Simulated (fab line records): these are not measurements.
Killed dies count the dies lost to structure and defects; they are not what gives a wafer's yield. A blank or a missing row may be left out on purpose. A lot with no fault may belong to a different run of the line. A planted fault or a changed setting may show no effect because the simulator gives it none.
fab line records | flow nand-harc
record lots=14 | wafers=42 | last-day=33
route steps=1302 shown P_CONTACT@239 HYBRID_BOND@1242 THIN_TSV@1263 END@1302
lots that met no fault: from a run of the same line without faults
start-h: the number of hours between the record's first day and the start of the first shown wafer of the lot | wait-h: how many hours have passed since the lot's step before this one | " identical to the entry in the row above | L1.1+2: a row that stands for several wafers | - no value present, or no start provided | * or withheld: withheld | < > ~ a bound
route shown NAME@n: names a module that has steps shown in the file, with the first one's number in the route | usual: the fault-free wafers' mean and standard deviation | same: alike in all rows | chamber/n: place in a boat | sites: per-site readings | _std_site: how widely they spread, as a standard deviation | _edge_site: inner sites' mean taken away from outer sites' mean | radius-mm: how far each site lies from the wafer's centre | mask NAME#n: copy n | behind: the tool/chamber that last shaped the wafer | hold: what put the lot on hold/how long, in hours/how the hold closed | device: whichever transistor did not switch (one of n, p or np) | end of line: at the end of the route, the tests of the same wafers | step lacking rows: just its recipe | killed: the dies lost at the first sort to structure and to defects; this is not the yield of the wafer | map: dies across one wafer; x = killed, . = not, _ = none there
set.NAME: the setting as run; set.NAME@STEP: as run at that earlier step | model.NAME: the simulator's own value behind a step, which no gauge read
one table for each step of the route and one row for each wafer, over a sample of lots
services: from which hour (start-h, from the record's first day; less than 0 if before it) a tool's chamber was out of use, for how many hours, and why
## steps
# step NHARC_P_CONTACT_STRIP_37
# recipe c4f8-flow-sccm=withheld | o2-flow-sccm=8 | ar-flow-sccm=withheld | bias-w=0 | chemistry=C4F8/O2/Ar
lot.wafer  | tool        | chamber | start-h | wait-h
L632.4+3+5 | rie-diel-06 | 2,3,1   | 116.29  | -
L633.1+2+5 | rie-diel-12 | 1,3,1   | 132.42  | -
L634.2+6+5 | rie-diel-12 | 3,1,2   | 135.29  | -
L635.4+1+5 | rie-diel-06 | 2,0,2   | 151.22  | -
L636.3+5+6 | rie-diel-12 | 2,1,2   | 156.30  | -
L637.4+5+6 | rie-diel-06 | 2,1,2   | 175.99  | -
L639.4+1+5 | rie-diel-06 | 1,3,0   | 192.48  | -
L641.3+1+6 | rie-diel-06 | 1,3,0   | 212.05  | -
L642.2+1+5 | rie-diel-13 | 1,2,1   | 222.35  | -
L645.3+6+4 | rie-diel-06 | 2,1,2   | 247.88  | -
L646.5+6+4 | rie-diel-06 | 1,2,0   | 266.06  | -
L652.3+6+5 | rie-diel-12 | 1,2,3   | 312.31  | -
L653.2+4+6 | rie-diel-06 | 2,3,1   | 324.90  | -
L655.1+2+6 | rie-diel-13 | 1,2,3   | 341.07  | -
# step NHARC_HYBRID_BOND_OVL_MEAS_05
# usual overlay-x-nm=3/34 | overlay-y-nm=-3/31
lot.wafer | tool       | chamber | start-h | wait-h | overlay-x-nm | overlay-y-nm
L632.3    | overlay-02 | -       | 539.33  | 0.4    | 18           | 10
L632.4    | "          | -       | "       | "      | 77           | 16
L632.5    | "          | -       | "       | "      | -6           | 20
L633.1    | overlay-01 | -       | 556.85  | 0.4    | -39          | -17
L633.2    | "          | -       | "       | "      | -6           | -6
L633.5    | "          | -       | "       | "      | -32          | -11
L634.2    | overlay-02 | -       | 556.85  | 0.4    | -41          | -32
L634.5    | "          | -       | "       | "      | -28          | 32
L634.6    | "          | -       | "       | "      | 8            | -8
L635.1    | overlay-02 | -       | 572.55  | 0.4    | 10           | -37
L635.4    | "          | -       | "       | "      | 7            | -29
L635.5    | "          | -       | "       | "      | -1           | -20
L636.3    | overlay-02 | -       | 587.37  | 0.4    | -13          | -21
L636.5    | "          | -       | "       | "      | -28          | 22
L636.6    | "          | -       | "       | "      | -19          | -40
L637.4    | overlay-02 | -       | 607.59  | 0.4    | 76           | 11
L637.5    | "          | -       | "       | "      | -27          | -34
L637.6    | "          | -       | "       | "      | -74          | -14
L639.1    | overlay-01 | -       | 624.19  | 0.4    | -52          | -29
L639.4    | "          | -       | "       | "      | -26          | -13
L639.5    | "          | -       | "       | "      | 54           | -30
L641.1    | overlay-02 | -       | 644.48  | 0.4    | 51           | -11
L641.3    | "          | -       | "       | "      | -38          | -46
L641.6    | "          | -       | "       | "      | 23           | -27
L642.1    | overlay-01 | -       | 649.61  | 0.4    | 11           | 9
L642.2    | "          | -       | "       | "      | 42           | 16
L642.5    | "          | -       | "       | "      | -25          | 41
L645.3    | overlay-02 | -       | 674.60  | 0.4    | 47           | -1
L645.4    | "          | -       | "       | "      | 7            | -11
L645.6    | "          | -       | "       | "      | -4           | -29
L646.4    | overlay-01 | -       | 685.85  | 0.4    | -21          | 7
L646.5    | "          | -       | "       | "      | -28          | 58
L646.6    | "          | -       | "       | "      | 19           | 12
L652.3    | overlay-02 | -       | 739.92  | 0.4    | -9           | -56
L652.5    | "          | -       | "       | "      | -10          | 11
L652.6    | "          | -       | "       | "      | -42          | -10
L653.2    | overlay-02 | -       | 760.42  | 0.4    | 13           | -20
L653.4    | "          | -       | "       | "      | 45           | -38
L653.6    | "          | -       | "       | "      | -13          | -21
L655.1    | overlay-01 | -       | 773.74  | 0.4    | -11          | -38
L655.2    | "          | -       | "       | "      | 35           | -44
L655.6    | "          | -       | "       | "      | 53           | -1
# step NHARC_THIN_TSV_ETCH_15
# recipe target-depth-a=30000 | bosch-target-overetch-cycles=2 | bosch-etch-step-s=2.8 | bosch-dep-step-s=1.2 | bosch-cycles=14
# usual drypump-motor-current-A=5.5/0.47
lot.wafer | tool      | chamber | start-h | wait-h | drypump-motor-current-A | rf-hours-counter-h
L632.4    | rie-si-02 | 2       | 546.59  | -      | 5.1                     | 0.53
L632.3    | "         | 0       | "       | "      | 4.8                     | 0.54
L632.5    | "         | 2       | "       | "      | 5.1                     | -
L633.2    | rie-si-03 | 0       | 560.44  | -      | 5.2                     | 1.10
L633.1    | "         | 1       | "       | "      | 5.8                     | 1.03
L633.5    | "         | 3       | "       | "      | 6.0                     | -
L634.2    | rie-si-02 | 0       | 561.51  | -      | 4.8                     | 0.60
L634.6    | "         | 2       | "       | "      | 5.1                     | -
L634.5    | "         | 3       | "       | "      | 5.6                     | -
L635.4    | rie-si-04 | 0       | 576.13  | -      | 6.2                     | 0.23
L635.1    | "         | 2       | "       | "      | 5.1                     | 0.32
L635.5    | "         | 0       | "       | "      | 6.2                     | -
L636.3    | rie-si-02 | 0       | 590.91  | -      | 4.8                     | 0.78
L636.6    | "         | 2       | "       | "      | 5.1                     | -
L636.5    | "         | 3       | "       | "      | 5.7                     | -
L637.4    | rie-si-02 | 3       | 611.06  | -      | 5.7                     | 0.80
L637.6    | "         | 1       | "       | "      | 5.8                     | -
L637.5    | "         | 2       | "       | "      | 5.1                     | -
L639.1    | rie-si-03 | 0       | 628.97  | -      | 5.3                     | 0.22
L639.4    | "         | 1       | "       | "      | 5.8                     | 0.26
L639.5    | "         | 3       | "       | "      | 6.0                     | -
L641.1    | rie-si-02 | 2       | 648.34  | -      | 5.1                     | 0.05
L641.3    | "         | 3       | "       | "      | 5.7                     | 0.05
L641.6    | "         | 0       | "       | "      | 4.8                     | -
L642.1    | rie-si-04 | 0       | 653.07  | -      | 6.2                     | 0.65
L642.2    | "         | 1       | "       | "      | 5.9                     | 0.70
L642.5    | "         | 3       | "       | "      | 5.1                     | -
L645.4    | rie-si-02 | 1       | 678.28  | -      | 5.8                     | 0.25
L645.3    | "         | 2       | "       | "      | 5.1                     | 0.17
L645.6    | "         | 2       | "       | "      | 5.1                     | -
L646.4    | rie-si-02 | 2       | 689.54  | -      | 5.1                     | 0.24
L646.6    | "         | 2       | "       | "      | 5.1                     | -
L646.5    | "         | 3       | "       | "      | 5.6                     | -
L652.3    | rie-si-02 | 3       | 749.36  | -      | 5.6                     | 0.67
L652.6    | "         | 3       | "       | "      | 5.6                     | -
L652.5    | "         | 0       | "       | "      | 4.8                     | -
L653.4    | rie-si-02 | 1       | 763.97  | -      | 5.8                     | 0.82
L653.2    | "         | 3       | "       | "      | 5.7                     | 0.79
L653.6    | "         | 2       | "       | "      | 5.1                     | -
L655.1    | rie-si-02 | 0       | 777.32  | -      | 4.8                     | 0.95
L655.2    | "         | 1       | "       | "      | 5.8                     | 0.89
L655.6    | "         | 2       | "       | "      | 5.0                     | -
# step NHARC_THIN_TSV_PRE_CLEAN_54
# recipe time-s=30 | temp-c=280 | gas=H2/He
# usual heater-power-w=413/44
# same time-s=30
lot.wafer | tool           | chamber | start-h | wait-h | heater-power-w
L632.4    | pvd-sputter-01 | -       | 550.62  | 0.1    | 425
L632.3    | "              | -       | "       | "      | 347
L632.5    | "              | -       | "       | "      | 431
L633.1    | pvd-sputter-03 | -       | 565.24  | 0.1    | 503
L633.2    | "              | -       | "       | "      | 384
L633.5    | "              | -       | "       | "      | 484
L634.2    | pvd-sputter-01 | -       | 565.76  | 0.0    | 387
L634.5    | "              | -       | "       | "      | 387
L634.6    | "              | -       | "       | "      | 354
L635.4    | pvd-sputter-02 | -       | 580.21  | 0.0    | 410
L635.1    | "              | -       | "       | "      | 414
L635.5    | "              | -       | "       | "      | 398
L636.3    | pvd-sputter-02 | -       | 594.92  | 0.1    | 407
L636.5    | "              | -       | "       | "      | 412
L636.6    | "              | -       | "       | "      | 419
L637.4    | pvd-sputter-03 | -       | 615.08  | 0.1    | 395
L637.5    | "              | -       | "       | "      | 391
L637.6    | "              | -       | "       | "      | 395
L639.1    | pvd-sputter-01 | -       | 633.00  | 0.0    | 420
L639.4    | "              | -       | "       | "      | 412
L639.5    | "              | -       | "       | "      | 458
L641.3    | pvd-sputter-03 | -       | 652.35  | 0.1    | 381
L641.1    | "              | -       | "       | "      | 405
L641.6    | "              | -       | "       | "      | 474
L642.2    | pvd-sputter-02 | -       | 657.08  | 0.1    | 350
L642.1    | "              | -       | "       | "      | 398
L642.5    | "              | -       | "       | "      | 340
L645.3    | pvd-sputter-03 | -       | 682.29  | 0.1    | 475
L645.4    | "              | -       | "       | "      | 490
L645.6    | "              | -       | "       | "      | 478
L646.4    | pvd-sputter-01 | -       | 693.56  | 0.1    | 351
L646.5    | "              | -       | "       | "      | 362
L646.6    | "              | -       | "       | "      | 455
L652.3    | pvd-sputter-03 | -       | 753.55  | 0.1    | 490
L652.6    | "              | -       | "       | "      | 514
L652.5    | "              | -       | "       | "      | 481
L653.2    | pvd-sputter-03 | -       | 767.99  | 0.1    | 386
L653.4    | "              | -       | "       | "      | 499
L653.6    | "              | -       | "       | "      | 387
L655.1    | pvd-sputter-02 | -       | 781.30  | 0.0    | 394
L655.2    | "              | -       | "       | "      | 421
L655.6    | "              | -       | "       | "      | 430
# step NHARC_END_SORT_01
# recipe temp-c=25
# usual killed-at-array=57/20 | killed-at-other=1.0/1.5 | killed-at-periphery=3.5/2.5 | killed-dies=62/21 | killed-open=3.5/1.9 | killed-short=2.4/1.6
# same gross-dies=677
lot.wafer | tool      | chamber | start-h | wait-h | killed-at-array | killed-at-other | killed-at-periphery | killed-dies | killed-open | killed-short
L645.3    | prober-01 | 0       | 694.13  | 3.1    | 68              | 7               | 48                  | 123         | 4           | 2
L645.4    | prober-01 | 0       | 694.93  | 3.4    | 65              | 1               | 42                  | 108         | 1           | 0
L645.6    | prober-01 | 0       | 696.55  | 4.0    | 48              | 3               | 70                  | 121         | 3           | 1
L646.4    | prober-02 | 0       | 706.22  | 3.4    | 59              | 1               | 76                  | 136         | 3           | 1
L646.5    | prober-02 | 0       | 707.03  | 3.7    | 69              | 1               | 73                  | 143         | 5           | 3
L646.6    | prober-02 | 0       | 707.83  | 4.0    | 71              | 0               | 40                  | 111         | 6           | 0
# killed by level:class
L645.3 P_CONTACT:unspecified=39 A_SLIT:chamber-film-flake=31 A_CHANNEL_HOLE_D2:chamber-film-flake=23 THIN_TSV:chamber-film-flake=6 A_CONTACT:chamber-film-flake=5 P_GATE:chamber-film-flake=4 A_CHANNEL_HOLE_D1:chamber-film-flake=4 P_M1:chamber-film-flake=3
L645.4 P_CONTACT:unspecified=40 A_CHANNEL_HOLE_D2:chamber-film-flake=24 A_SLIT:chamber-film-flake=23 A_CHANNEL_HOLE_D1:chamber-film-flake=11 A_STAIRCASE:chamber-film-flake=3 A_CONTACT:chamber-film-flake=2 A_M1:geometric-particle:open=1 P_GATE:chamber-film-flake=1
L645.6 P_CONTACT:unspecified=69 A_SLIT:chamber-film-flake=28 A_CHANNEL_HOLE_D2:chamber-film-flake=8 A_CHANNEL_HOLE_D1:chamber-film-flake=4 A_CONTACT:chamber-film-flake=2 THIN_TSV:chamber-film-flake=2 A_DECK1_JOINT:geometric-particle:short=1 A_CHANNEL_FILL_D2:geometric-particle:open=1
L646.4 P_CONTACT:unspecified=74 A_SLIT:chamber-film-flake=25 A_CHANNEL_HOLE_D2:chamber-film-flake=12 A_CHANNEL_HOLE_D1:chamber-film-flake=9 A_CONTACT:chamber-film-flake=6 A_STAIRCASE:chamber-film-flake=3 P_M0:geometric-particle:open=1 A_SGD_CUT:geometric-particle:open=1
L646.5 P_CONTACT:unspecified=69 A_SLIT:chamber-film-flake=27 A_CHANNEL_HOLE_D2:chamber-film-flake=14 A_CHANNEL_HOLE_D1:chamber-film-flake=11 A_CONTACT:chamber-film-flake=5 A_STAIRCASE:chamber-film-flake=3 P_STI:geometric-particle:open=2 A_BONDPAD:chamber-film-flake=2
L646.6 P_CONTACT:unspecified=39 A_SLIT:chamber-film-flake=27 A_CHANNEL_HOLE_D2:chamber-film-flake=15 A_CONTACT:chamber-film-flake=8 A_CHANNEL_HOLE_D1:chamber-film-flake=7 A_STAIRCASE:chamber-film-flake=3 A_DECK1_JOINT:chamber-film-flake=2 P_M0:geometric-particle:open=1
## services
tool        | chamber | start-h | hours | kind
rie-diel-06 | 3       | 97.50   | 17.0  | repair
rie-si-02   | -       | 100.00  | 9.0   | pm
rie-diel-06 | 1       | 100.23  | 4.7   | repair
rie-diel-06 | -       | 130.20  | 9.0   | pm
rie-diel-06 | 2       | 169.34  | 2.5   | repair
rie-diel-06 | 3       | 220.49  | 91.7  | repair
rie-diel-06 | 2       | 261.20  | 4.6   | repair
rie-si-02   | -       | 277.00  | 9.0   | pm
rie-diel-06 | -       | 307.20  | 9.0   | pm
rie-diel-06 | 0       | 331.49  | 2.1   | repair
rie-diel-06 | 3       | 369.00  | 1.9   | repair
rie-diel-06 | 2       | 421.82  | 16.2  | repair
rie-si-02   | -       | 454.00  | 9.0   | pm
rie-diel-06 | 0       | 459.21  | 5.6   | repair
rie-diel-06 | 1       | 466.05  | 3.8   | repair
rie-si-02   | 3       | 475.44  | 8.0   | repair
rie-si-02   | 2       | 480.11  | 5.6   | repair
rie-diel-06 | -       | 484.20  | 9.0   | pm
rie-diel-06 | 3       | 495.40  | 14.0  | repair
rie-si-02   | -       | 631.00  | 9.0   | pm
rie-diel-06 | 0       | 642.59  | 29.8  | repair
rie-si-02   | 1       | 655.13  | 1.2   | repair
rie-si-02   | 2       | 665.68  | 2.3   | repair
rie-si-02   | 2       | 711.79  | 6.1   | repair
## key
first-sign step=NHARC_END_SORT_01 | reading=killed-at-periphery | direction=up | sigmas=22 | usual=3.5 | struck=58.2
effect step=NHARC_END_SORT_01 | reading=killed-dies | direction=up | sigmas=2.9 | usual=62 | struck=124 | wafers-moved=4
more-kills-born-at NHARC_P_CONTACT_STRIP_37@rie-diel-06=329
met-at NHARC_P_CONTACT_STRIP_37
struck-lots L645,L646
tester-left-out L645,L646
not-acting-at NHARC_HYBRID_BOND_OVL_MEAS_05,NHARC_THIN_TSV_ETCH_15,NHARC_THIN_TSV_PRE_CLEAN_54
onset-between 212.05 247.88
fault kind=chamber-particle-source | tool=rie-diel-06 | chamber=- | onset-h=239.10 | steps=NHARC_P_CONTACT_STRIP_37 | rate-per-visit-cm2=0.59191 | end-h=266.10
# tester-left-out: of these lots the tester's yield and bins aren't shown, on N5 and GAA mostly nor the transistor test; their killed dies are dies lost to structure and defects alone, not to doping, threshold or leakage, so they don't give the yield
